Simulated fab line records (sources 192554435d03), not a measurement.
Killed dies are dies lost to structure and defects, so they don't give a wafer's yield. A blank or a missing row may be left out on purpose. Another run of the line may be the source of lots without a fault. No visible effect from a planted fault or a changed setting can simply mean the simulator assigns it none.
Matching of chambers -- flow n5Finfet -- N5_GATE_CUT_HM_OPEN_40 on rieDiel-04 has 4 sister chambers
The step chemistry C4F6/O2, target SiO2, target depth 139 nm, time 85.1 s. 24 wafers are shown with their chamber, then 12 later ones without.

== WAFERS WITH THEIR CHAMBER ==
wafer,chamber,drypumpMotorCurrentA (A),rfVppV (V),throttleValvePct (%)
L074.4,3,5.9,671,21.1
L074.5,0,5.6,645,21.1
L074.6,1,6.3,688,21.1
L076.2,1,6.3,687,21.1
L076.3,3,5.9,670,21.1
L076.5,0,5.6,644,21.1
L078.2,0,5.6,644,21.1
L078.5,2,6.2,671,20.2
L078.6,3,5.9,668,21.1
L079.3,0,5.6,644,21.1
L079.4,1,6.3,686,21.1
L079.5,0,5.6,646,21.1
L080.2,3,5.9,669,21.2
L080.5,3,5.9,670,21.2
L080.6,2,6.2,670,20.2
L081.2,1,6.3,688,21.1
L081.4,0,5.6,644,21.1
L081.5,2,6.2,671,20.2
L083.1,2,6.2,670,20.2
L083.3,0,5.7,645,21.1
L083.4,1,6.3,688,21.1
L085.1,0,5.6,646,21.1
L085.2,2,6.2,670,20.3
L085.6,1,6.3,687,21.1

SIGNATURES (means of the wafers above)
reading,chamber 0,chamber 1,chamber 2,chamber 3,scatter within a chamber
drypumpMotorCurrentA,5.612,6.300,6.200,5.900,0.0209
rfVppV,644.75,687.33,670.40,669.60,0.873
throttleValvePct,21.100,21.100,20.220,21.140,0.0316
Rule: a wafer lies at a distance from a chamber equal to the root of the sum of squares, over the readings, of (its reading less the chamber's mean, divided by the reading's scatter). If the next closest chamber is less than 2 further off than the closest, the wafer can't be placed; otherwise it belongs to the closest. The scatter: the root of (the sum of the squares of (reading less its chamber's mean) over the shown wafers, divided by (wafers less chambers)).

== WAFERS WHOSE CHAMBER IS MISSING ==
wafer,drypumpMotorCurrentA (A),rfVppV (V),throttleValvePct (%)
L088.2,6.3,686,21.1
L088.4,5.9,669,21.2
L088.5,5.6,645,21.1
L091.1,5.6,644,21.1
L091.2,6.2,670,20.3
L091.3,6.3,686,21.1
L093.2,5.6,645,21.1
L093.3,6.2,671,20.3
L093.4,6.2,670,20.3
L095.2,5.9,669,20.8
L095.3,6.3,687,21.1
L095.4,6.2,669,20.3

== THE CHAMBER EACH PASSED THROUGH ==
wafer,from the rows above,in truth
L088.2,1,1
L088.4,3,3
L088.5,0,0
L091.1,0,0
L091.2,2,2
L091.3,1,1
L093.2,0,0
L093.3,2,2
L093.4,2,2
L095.2,3,3
L095.3,1,1
L095.4,2,2
12 of 12 placed correctly. Number that these rows cannot place: 0. 0 placed wrongly.
